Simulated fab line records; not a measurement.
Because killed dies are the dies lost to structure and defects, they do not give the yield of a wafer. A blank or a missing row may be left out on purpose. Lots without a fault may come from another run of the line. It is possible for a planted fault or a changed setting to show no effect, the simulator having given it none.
fab line records	flow n5Finfet
record lots=9	wafers=27	lastDay=18
route steps=1938 shown FIN_SAQP@127 FIN_CUT@155 BEOL_M4@1111 PASSIVATION@1936
lots with no fault: from the same line, run without faults
startH: hours from the record's first day to the start of the lot's first wafer shown	waitH: hours since the lot's step before	" identical to the entry in the row above	L1.1+2: a single row standing in for several wafers	- value missing, or start not given	* or withheld: withheld	< > ~ a bound
route shown NAME@n: names a module that has steps shown in the file, with the first one's number in the route	usual: mean/standard deviation of fault-free wafers	same: alike in all rows	chamber/n: place in a boat	sites: each site's reading	_std_site: how widely they spread, as a standard deviation	_edge_site: outer sites' mean less inner sites'	radiusMm: how far each site lies from the wafer's centre	mask NAME#n: copy n	behind: tool/chamber where the wafer was last shaped	hold: reason for holding the lot/hours on hold/outcome of the hold	device: the transistor (n, p or np) that didn't switch	end of line: at the end of the route, the tests of the same wafers	for a step that has no rows: nothing shown but its recipe	killed: dies that structure and defects cost at the first sort, which is not the same as the wafer's yield	map: the dies of a wafer, with x for killed, . for not killed, _ for no die there
set.NAME: the setting as run; set.NAME@STEP: as run at that earlier step	model.NAME: the simulator's own value behind a step, which no gauge read
route steps across a sampled set of lots; one table per step, one row per wafer
services: when a tool's chamber went out of use (startH, in hours from the record's first day, below 0 if earlier), for how many hours, and the reason
## steps
# step N5_FIN_SAQP_MANDREL1_REMOVE_56
# recipe chemistry=HBr/Cl2/O2	btTimeS=10	target=a-Si	stopOn=SiNx	endpoint=OES-SiCl	overEtchFrac=1	icpW=600	biasW=22	HBr_flow_sccm=150	Cl2_flow_sccm=80	O2_flow_sccm=5	pressureMtorr=10
# usual drypumpMotorCurrentA=5.8/0.41	oesProductAu=1.003/0.02	throttleValvePct=36.5/0.31
# same btTimeS=10
lot.wafer	tool	chamber	startH	waitH	drypumpMotorCurrentA	oesProductAu	rfHoursCounterH	throttleValvePct
L793.1	rieSi-02	3	43.15	0.1	5.4	1.010	44	36.1
L793.3	"	2	"	"	5.9	0.997	54	36.9
L793.5	"	3	"	"	5.4	1.018	-	36.1
L795.3	rieSi-02	3	53.50	0.1	5.4	1.022	44	36.1
L795.4	"	0	"	"	5.9	1.021	14	36.2
L795.6	"	1	"	"	6.0	0.988	-	36.7
L803.2	rieSi-05	1	106.70	0.1	5.6	1.036	44	36.4
L803.4	"	2	"	"	6.1	0.998	-	36.8
L803.6	"	1	"	"	5.6	1.038	-	36.4
L805.2	rieSi-03	2	116.13	0.1	6.4	1.010	21	36.6
L805.4	"	3	"	"	6.6	0.981	112	36.0
L805.6	"	3	"	"	6.6	0.975	-	36.0
L806.1	rieSi-03	0	121.44	0.1	5.7	1.006	196	36.4
L806.5	"	2	"	"	6.4	1.011	-	36.6
L806.6	"	1	"	"	5.8	0.984	-	36.9
L807.2	rieSi-03	1	125.75	0.1	5.8	0.981	55	36.9
L807.4	"	0	"	"	5.7	1.012	196	36.3
L807.6	"	1	"	"	5.8	0.974	-	36.9
L808.2	rieSi-03	1	132.88	0.1	5.8	0.981	55	36.9
L808.5	"	1	"	"	5.8	0.992	-	36.9
L808.6	"	2	"	"	6.4	1.017	-	36.6
L812.1	rieSi-05	2	158.24	0.1	6.1	0.986	83	36.8
L812.2	"	1	"	"	5.6	1.045	45	36.4
L812.3	"	0	"	"	5.5	1.024	170	36.5
L813.1	rieSi-03	2	164.72	0.1	6.4	1.012	22	36.6
L813.4	"	1	"	"	5.8	0.982	-	36.9
L813.5	"	2	"	"	6.4	1.013	-	36.6
# step N5_FIN_SAQP_ETCH_34
# recipe chemistry=C4F6/O2	target=SiO2	targetDepthA=450	timeS=15	ionEnergyEv=250	pressureMtorr=30	sourceW=345	biasW=185	Ar_flow_sccm=300	C4F6_flow_sccm=10	O2_flow_sccm=10	ends=cleared
# usual drypumpMotorCurrentA=5.7/0.3	etchRfOnTimeS=14.8/0.31	oesProductAu=0.68/0.08	rfVppV=661/12	showerheadPlenumPTorr=2.85/0.097	throttleValvePct=21.16/0.25
lot.wafer	tool	chamber	startH	waitH	drypumpMotorCurrentA	etchRfOnTimeS	oesProductAu	rfHoursCounterH	rfVppV	showerheadPlenumPTorr	throttleValvePct
L793.1	rieDiel-05	3	45.28	0.0	5.3	14.9	0.59	230	664	2.78	21.56
L793.3	"	0	"	"	5.8	14.7	0.67	144	662	2.81	20.78
L793.5	"	0	"	"	5.8	14.9	0.66	-	662	2.81	20.80
L795.3	rieDiel-05	1	55.37	0.0	5.8	14.5	0.83	10	660	2.94	20.88
L795.4	"	0	"	"	5.8	15.0	0.66	146	662	2.81	20.80
L795.6	"	3	"	"	5.3	15.0	0.59	-	662	2.78	21.56
L803.2	rieDiel-05	1	108.88	0.0	5.8	14.4	0.79	28	662	2.94	20.92
L803.4	"	2	"	"	5.9	14.3	0.86	1	667	2.79	21.32
L803.6	"	3	"	"	5.3	14.9	0.58	-	664	2.77	21.59
L805.2	rieDiel-03	2	121.18	0.0	5.7	14.9	0.64	151	645	2.75	21.06
L805.4	"	0	"	"	5.5	14.5	0.62	170	681	2.93	21.39
L805.6	"	1	"	"	5.3	14.6	0.63	-	671	2.73	21.37
L806.1	rieDiel-05	1	124.35	0.0	5.8	14.6	0.77	34	660	2.93	20.91
L806.5	"	1	"	"	5.9	14.6	0.77	-	661	2.93	20.92
L806.6	"	2	"	"	5.9	14.4	0.83	-	666	2.79	21.32
L807.2	rieDiel-01	3	127.73	0.0	5.1	15.2	0.56	241	645	2.68	21.17
L807.4	"	1	"	"	5.9	15.0	0.70	82	680	2.99	20.87
L807.6	"	1	"	"	5.9	14.9	0.69	-	681	2.99	20.88
L808.2	rieDiel-01	0	135.36	0.0	6.2	14.9	0.69	100	661	2.89	21.27
L808.5	"	3	"	"	5.1	15.3	0.56	-	645	2.68	21.17
L808.6	"	0	"	"	6.2	14.8	0.70	-	661	2.89	21.27
L812.1	rieDiel-03	0	160.72	0.0	5.5	14.7	0.61	188	681	2.92	21.40
L812.2	"	1	"	"	5.4	14.7	0.61	208	671	2.72	21.37
L812.3	"	2	"	"	5.8	15.0	0.64	160	646	2.74	21.07
L813.1	rieDiel-03	0	166.89	0.0	5.6	14.4	0.61	191	681	2.92	21.42
L813.4	"	3	"	"	5.6	14.5	0.73	59	652	2.91	21.09
L813.5	"	0	"	"	5.5	14.4	0.62	-	681	2.92	21.41
# step N5_FIN_SAQP_HM_CD_35
# recipe targetCdNm=8	polarity=line
# usual cdNm=8.10/0.26
lot.wafer	tool	chamber	startH	waitH	cdNm
L793.1	cdSem-01	-	45.43	0.1	8.26
L793.3	"	-	"	"	7.61
L793.5	"	-	"	"	7.91
L795.3	cdSem-02	-	55.52	0.1	8.26
L795.4	"	-	"	"	8.00
L795.6	"	-	"	"	7.72
L803.2	cdSem-02	-	109.03	0.1	8.23
L803.4	"	-	"	"	8.01
L803.6	"	-	"	"	7.98
L805.2	cdSem-02	-	121.33	0.1	8.18
L805.4	"	-	"	"	8.00
L805.6	"	-	"	"	8.10
L806.1	cdSem-03	-	124.50	0.1	8.17
L806.5	"	-	"	"	8.19
L806.6	"	-	"	"	8.20
L807.2	cdSem-01	-	127.88	0.1	8.23
L807.4	"	-	"	"	8.03
L807.6	"	-	"	"	7.85
L808.2	cdSem-03	-	135.50	0.1	8.61
L808.5	"	-	"	"	8.06
L808.6	"	-	"	"	8.33
L812.1	cdSem-03	-	160.87	0.1	8.10
L812.2	"	-	"	"	8.28
L812.3	"	-	"	"	8.13
L813.1	cdSem-02	-	167.04	0.1	8.29
L813.4	"	-	"	"	8.45
L813.5	"	-	"	"	8.06
# step N5_FIN_CUT_COAT_19
# recipe resist=SiARC	tempC=220	timeS=60	spinRpm=1500	resistThkNm=20
# usual spinSpeedRpm=1500.0/1.1
lot.wafer	tool	chamber	startH	waitH	spinSpeedRpm
L793.1	lithoTrack-04	0	45.88	-	1500.0
L793.3	"	0	"	"	1500.4
L793.5	"	0	"	"	1501.6
L795.3	lithoTrack-05	0	55.87	-	1500.3
L795.4	"	0	"	"	1498.3
L795.6	"	0	"	"	1499.0
L803.2	lithoTrack-04	0	109.38	-	1499.0
L803.4	"	0	"	"	1500.9
L803.6	"	0	"	"	1498.7
L805.2	lithoTrack-02	0	121.72	-	1500.0
L805.4	"	0	"	"	1499.0
L805.6	"	0	"	"	1498.1
L806.1	lithoTrack-04	0	124.85	-	1534.1
L806.5	"	0	"	"	1534.0
L806.6	"	0	"	"	1533.6
L807.2	lithoTrack-04	0	128.23	-	1534.4
L807.4	"	0	"	"	1534.5
L807.6	"	0	"	"	1534.8
L808.2	lithoTrack-02	0	135.85	-	1500.8
L808.5	"	0	"	"	1500.7
L808.6	"	0	"	"	1502.3
L812.1	lithoTrack-05	0	161.22	-	1502.2
L812.2	"	0	"	"	1500.4
L812.3	"	0	"	"	1499.4
L813.1	lithoTrack-02	0	167.39	-	1500.2
L813.4	"	0	"	"	1499.9
L813.5	"	0	"	"	1500.7
# step N5_BEOL_M4_RC_MEAS_101
# usual DIBL_N=35.4/2.1	DIBL_P=34.8/2.6	IOFF_N=0.15/0.037	IOFF_P=0.19/0.037	ION_N=677/16	ION_P=462/9.3	SS_N=71.4/0.75	SS_P=72.9/0.77	VT_N=250/3.7	VT_P=-251/3.5
lot.wafer	tool	chamber	startH	waitH	DIBL_N[mV/V]	DIBL_P[mV/V]	IOFF_N[nA/um]	IOFF_P[nA/um]	ION_N[uA/um]	ION_P[uA/um]	SS_N[mV/dec]	SS_P[mV/dec]	VT_N[mV]	VT_P[mV]
L793.1	prober-02	0	198.45	0.2	34.7	35.4	0.15	0.18	697	463	70.7	72.6	249	-256
L793.3	"	0	"	"	31.1	31.0	0.09	0.13	665	461	70.3	71.1	256	-256
L793.5	"	0	"	"	35.3	35.7	0.14	0.19	679	464	71.1	72.5	249	-252
L795.3	prober-02	0	204.45	0.3	35.6	35.9	0.15	0.20	677	461	71.1	73.5	253	-249
L795.4	"	0	"	"	33.2	32.4	0.11	0.14	669	459	70.3	71.7	255	-254
L795.6	"	0	"	"	32.8	32.0	0.11	0.15	647	454	71.4	72.9	253	-253
L803.2	prober-01	0	252.84	0.2	35.2	34.9	0.15	0.21	683	467	71.2	73.5	248	-248
L803.4	"	0	"	"	35.3	34.9	0.14	0.21	679	469	71.3	73.1	249	-249
L803.6	"	0	"	"	33.4	32.1	0.12	0.17	674	462	71.4	72.2	254	-250
L805.2	prober-02	0	260.80	0.2	38.6	39.2	0.20	0.24	681	474	72.1	73.5	248	-249
L805.4	"	0	"	"	33.9	33.0	0.12	0.15	668	460	71.0	72.4	252	-255
L805.6	"	0	"	"	39.1	38.8	0.18	0.23	672	464	71.7	73.8	251	-251
L807.2	prober-01	0	269.96	0.2	33.1	32.2	0.11	0.15	662	448	69.8	71.9	252	-255
L807.4	"	0	"	"	32.3	31.9	0.11	0.15	682	472	70.4	73.0	253	-253
L807.6	"	0	"	"	33.5	33.4	0.13	0.16	668	456	71.0	72.7	251	-251
L806.1	prober-01	0	278.83	0.0	37.6	37.1	0.17	0.22	678	467	71.9	73.8	248	-246
L806.5	"	0	"	"	35.6	36.4	0.13	0.20	662	464	71.2	72.4	254	-250
L806.6	"	0	"	"	38.4	37.6	0.22	0.24	669	460	72.4	73.7	249	-248
L808.2	prober-01	0	283.74	0.2	33.2	32.4	0.11	0.15	670	451	70.2	72.3	255	-254
L808.5	"	0	"	"	36.7	37.0	0.16	0.20	692	469	71.6	73.0	251	-251
L808.6	"	0	"	"	34.9	35.9	0.14	0.20	669	463	70.1	73.3	251	-251
L813.1	prober-02	0	326.03	0.0	38.0	40.0	0.22	0.26	710	477	72.6	73.7	242	-247
L813.4	"	0	"	"	36.1	37.1	0.18	0.23	701	476	71.7	73.3	247	-250
L813.5	"	0	"	"	36.0	36.9	0.17	0.21	689	467	71.4	73.6	246	-250
L812.1	prober-01	0	327.31	0.0	35.5	35.0	0.15	0.23	676	468	71.7	73.1	254	-243
L812.2	"	0	"	"	32.7	31.9	0.11	0.18	672	472	70.3	71.7	254	-247
L812.3	"	0	"	"	35.4	36.6	0.16	0.25	688	474	71.5	72.9	249	-244
# step N5_PASSIVATION_PROBE_49
# usual defectLimitedYield=90.5/1.7	killed_at_M0_to_M3=37/12	killed_at_M4_up=14/5.2	killedAtContacts=12/5.9	killedAtFrontEnd=45/14	killedAtOther=3.5/2.8	killedDies=112/21	killedOnRim=15/4.5	killedOpen=73/15	killedShort=36/8.9	sort_bin_5_function=5.6/1.2	sort_bin_6_memory=3.5/0.68	sort_bin_8_speed=0.01/0.1	sortNPass=1068/21	sortYieldPct=90.5/1.8
# same grossDies=1180	killedAtBackSide=0	sort_bin_4_leakage[%]=0
lot.wafer	tool	chamber	startH	waitH	defectLimitedYield[%]	killed_at_M0_to_M3	killed_at_M4_up	killedAtContacts	killedAtFrontEnd	killedAtOther	killedDies	killedOnRim	killedOpen	killedShort	sort_bin_5_function[%]	sort_bin_6_memory[%]	sort_bin_8_speed[%]	sortNPass	sortYieldPct[%]
L795.3	prober-02	-	319.73	0.1	89.3	37	11	12	66	0	126	13	81	43	6.2	3.6	0	1054	89.3
L795.4	prober-02	-	319.78	0.2	89.3	43	14	5	63	1	126	15	88	37	6.3	3.8	0	1054	89.3
L795.6	prober-02	-	319.88	0.3	89.4	35	15	17	58	0	125	18	86	35	6.5	3.9	0	1055	89.4
L803.2	prober-01	-	367.94	0.1	91.5	27	17	10	46	0	100	15	69	30	4.8	3.4	0	1080	91.5
L803.4	prober-01	-	368.04	0.2	90.3	28	17	19	49	2	115	13	81	31	5.7	3.6	0	1065	90.3
L803.6	prober-01	-	368.14	0.3	91.9	21	18	11	39	6	95	17	62	28	4.2	3.3	0	1085	91.9
L807.2	prober-01	-	379.66	0.4	89.2	27	27	18	53	2	127	19	83	41	6.8	3.8	0	1053	89.2
L807.4	prober-01	-	379.76	0.5	89.5	28	17	17	60	2	124	15	75	44	6.2	3.7	0	1056	89.5
L807.6	prober-01	-	379.86	0.6	89.1	63	8	17	40	1	129	9	82	45	7.0	3.4	0	1051	89.1
L806.1	prober-01	-	379.91	0.6	90.7	46	11	8	39	6	110	11	77	30	5.5	3.3	0	1070	90.7
L806.5	prober-01	-	380.11	0.8	92.9	28	7	16	28	5	84	22	56	23	4.7	2.0	0	1096	92.9
L806.6	prober-01	-	380.16	0.8	90.7	42	9	7	44	8	110	15	75	32	5.0	4.1	0	1070	90.7
L813.1	prober-01	-	438.05	0.0	91.9	35	9	10	37	4	95	10	54	35	4.7	3.1	0	1085	91.9
L813.4	prober-01	-	438.20	0.2	88.6	61	18	15	40	0	134	23	86	42	6.6	4.1	0	1046	88.6
L813.5	prober-01	-	438.25	0.2	94.7	13	11	6	29	3	62	8	43	17	3.0	2.2	0	1118	94.7
# killed by level:class
L795.3 STI_FIN_REVEAL:geometricParticle:open=20 FIN_SAQP:geometricParticle:short=13 FIN_SAQP:geometricParticle:open=12 BEOL_M0_SAQP:geometricParticle:short=12 BEOL_M0_SAQP:geometricParticle:open=11 MOL_CONTACT_COAG:geometricParticle:open=10 GATE_CUT:geometricParticle:short=9 BEOL_M4:geometricParticle:open=6
L795.4 STI_FIN_REVEAL:geometricParticle:open=23 FIN_SAQP:geometricParticle:open=15 BEOL_M2:geometricParticle:open=11 FIN_SAQP:geometricParticle:short=10 BEOL_M0_SAQP:geometricParticle:short=9 BEOL_M0_SAQP:geometricParticle:open=8 BEOL_M1:geometricParticle:open=6 MOL_CONTACT_COAG:geometricParticle:open=5
L795.6 FIN_SAQP:geometricParticle:open=17 MOL_CONTACT_COAG:geometricParticle:open=16 STI_FIN_REVEAL:geometricParticle:open=15 BEOL_M0_SAQP:geometricParticle:open=12 FIN_SAQP:geometricParticle:short=9 BEOL_M0_SAQP:geometricParticle:short=9 BEOL_M3:geometricParticle:open=8 BEOL_M4:geometricParticle:open=6
L803.2 MOL_CONTACT_COAG:geometricParticle:open=10 BEOL_M0_SAQP:geometricParticle:short=7 BEOL_M0_SAQP:geometricParticle:open=7 STARTING-WAFER:geometricParticle:open=7 FIN_SAQP:geometricParticle:open=6 STI_FIN_REVEAL:geometricParticle:open=6 DUMMY_GATE:geometricParticle:open=6 BEOL_M4:geometricParticle:open=5
L803.4 MOL_CONTACT_COAG:geometricParticle:open=16 BEOL_M1:geometricParticle:open=10 STI_FIN_REVEAL:geometricParticle:open=9 BEOL_M3:geometricParticle:open=7 FIN_SAQP:geometricParticle:open=6 DUMMY_GATE:geometricParticle:open=6 BEOL_M4:geometricParticle:open=6 STARTING-WAFER:geometricParticle:open=6
L803.6 FIN_SAQP:geometricParticle:open=10 MOL_CONTACT_COAG:geometricParticle:open=10 FIN_SAQP:geometricParticle:short=6 STI_FIN_REVEAL:geometricParticle:open=6 BEOL_M4:geometricParticle:open=6 BEOL_M6:geometricParticle:open=6 BEOL_M0_SAQP:geometricParticle:short=5 BEOL_M2:geometricParticle:short=5
L807.2 STI_FIN_REVEAL:geometricParticle:open=16 MOL_CONTACT_COAG:geometricParticle:open=13 BEOL_M4:geometricParticle:open=13 DUMMY_GATE:geometricParticle:open=9 FIN_SAQP:geometricParticle:short=8 MOL_CONTACT_COAG:geometricParticle:short=5 BEOL_M1:geometricParticle:open=5 BEOL_M5:geometricParticle:open=5
L807.4 FIN_SAQP:geometricParticle:open=12 MOL_CONTACT_COAG:geometricParticle:open=12 BEOL_M4:geometricParticle:open=7 FIN_SAQP:geometricParticle:short=6 BEOL_M0_SAQP:geometricParticle:short=6 STI_FIN_REVEAL:geometricParticle:open=5 MOL_CONTACT_COAG:geometricParticle:short=5 BEOL_M4:geometricParticle:short=5
L807.6 BEOL_M0_SAQP:geometricParticle:open=27 BEOL_M0_SAQP:geometricParticle:short=17 MOL_CONTACT_COAG:geometricParticle:open=13 FIN_SAQP:geometricParticle:short=12 FIN_SAQP:geometricParticle:open=10 BEOL_M1:geometricParticle:open=5 STARTING-WAFER:geometricParticle:open=5 STI_FIN_REVEAL:geometricParticle:open=4
L806.1 STI_FIN_REVEAL:geometricParticle:open=12 BEOL_M1:geometricParticle:open=10 FIN_SAQP:geometricParticle:open=8 BEOL_M0_SAQP:geometricParticle:short=7 BEOL_M0_SAQP:geometricParticle:open=7 BEOL_M2:geometricParticle:open=7 MOL_CONTACT_COAG:geometricParticle:open=6 BEOL_M3:geometricParticle:open=6
L806.5 MOL_CONTACT_COAG:geometricParticle:open=10 BEOL_M3:geometricParticle:open=10 STI_FIN_REVEAL:geometricParticle:open=7 STARTING-WAFER:geometricParticle:short=6 BEOL_M2:geometricParticle:open=5 MOL_CONTACT_COAG:geometricParticle:short=4 BEOL_M1:geometricParticle:open=4 FIN_SAQP:geometricParticle:open=3
L806.6 FIN_SAQP:geometricParticle:open=9 BEOL_M0_SAQP:geometricParticle:open=9 BEOL_M0_SAQP:geometricParticle:short=7 FIN_SAQP:geometricParticle:short=6 STI_FIN_REVEAL:geometricParticle:open=6 MOL_CONTACT_COAG:geometricParticle:open=6 BEOL_M1:geometricParticle:open=6 BEOL_M2:geometricParticle:open=6
L813.1 MOL_CONTACT_COAG:geometricParticle:open=8 BEOL_M0_SAQP:geometricParticle:short=8 FIN_SAQP:geometricParticle:short=6 DUMMY_GATE:geometricParticle:open=6 BEOL_M0_SAQP:geometricParticle:open=6 BEOL_M2:geometricParticle:open=6 DUMMY_GATE:geometricParticle:short=5 GATE_CUT:geometricParticle:short=5
L813.4 MOL_CONTACT_COAG:geometricParticle:open=13 BEOL_M0_SAQP:geometricParticle:short=12 BEOL_M2:geometricParticle:open=11 FIN_SAQP:geometricParticle:short=10 BEOL_M1:geometricParticle:open=8 FIN_SAQP:geometricParticle:open=7 BEOL_M0_SAQP:geometricParticle:open=6 BEOL_M0:geometricParticle:open=6
L813.5 STI_FIN_REVEAL:geometricParticle:short=5 STI_FIN_REVEAL:geometricParticle:open=5 MOL_CONTACT_COAG:geometricParticle:open=5 BEOL_M4:geometricParticle:open=5 FIN_SAQP:geometricParticle:open=4 STARTING-WAFER:geometricParticle:open=4 BEOL_M3:geometricParticle:open=3 DUMMY_GATE:geometricParticle:open=2
## services
tool	chamber	startH	hours	kind
rieDiel-03	-	33.78	0.2	repair
rieDiel-03	1	52.70	4.1	repair
rieDiel-03	2	60.98	1.8	repair
rieDiel-01	-	87.14	1.0	repair
rieDiel-05	2	88.44	-	clean
rieDiel-05	2	88.44	-	consumableReplace:focusRing
rieDiel-05	2	88.44	17.2	scheduledDown
rieDiel-05	2	88.44	17.2	ventCycle
rieDiel-05	3	109.75	-	clean
rieDiel-05	3	109.75	-	consumableReplace:focusRing
rieDiel-05	3	109.75	20.4	scheduledDown
rieDiel-05	3	109.75	20.4	ventCycle
lithoTrack-04	-	111.76	-	consumableReplace:filter
rieDiel-01	2	134.57	-	clean
rieDiel-01	2	134.57	-	consumableReplace:esc
rieDiel-01	2	134.57	-	consumableReplace:focusRing
rieDiel-01	-	141.22	1.0	repair
rieDiel-05	-	143.37	14.6	pm
rieSi-03	0	145.19	2.3	repair
rieDiel-03	3	149.91	2.5	repair
rieDiel-01	3	153.44	-	clean
rieDiel-01	3	153.44	-	consumableReplace:focusRing
rieDiel-01	3	153.44	-	consumableReplace:showerhead
rieSi-05	2	163.94	6.1	repair
## key
firstSign step=N5_FIN_CUT_COAT_19	reading=spinSpeedRpm	direction=up	sigmas=32	usual=*	struck=*
effect none on later readings
metAt N5_FIN_CUT_COAT_19
struckLots L806,L807
notActingAt N5_FIN_SAQP_MANDREL1_REMOVE_56,N5_FIN_SAQP_ETCH_34,N5_FIN_SAQP_HM_CD_35
onsetBetween 109.38 124.85
fault kind=processParameterDrift	tool=lithoTrack-04	chamber=-	onsetH=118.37	steps=N5_FIN_CUT_COAT_19	channel=spinRpm	offset=*	shape=step	endH=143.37	actsIn=*	stated=*
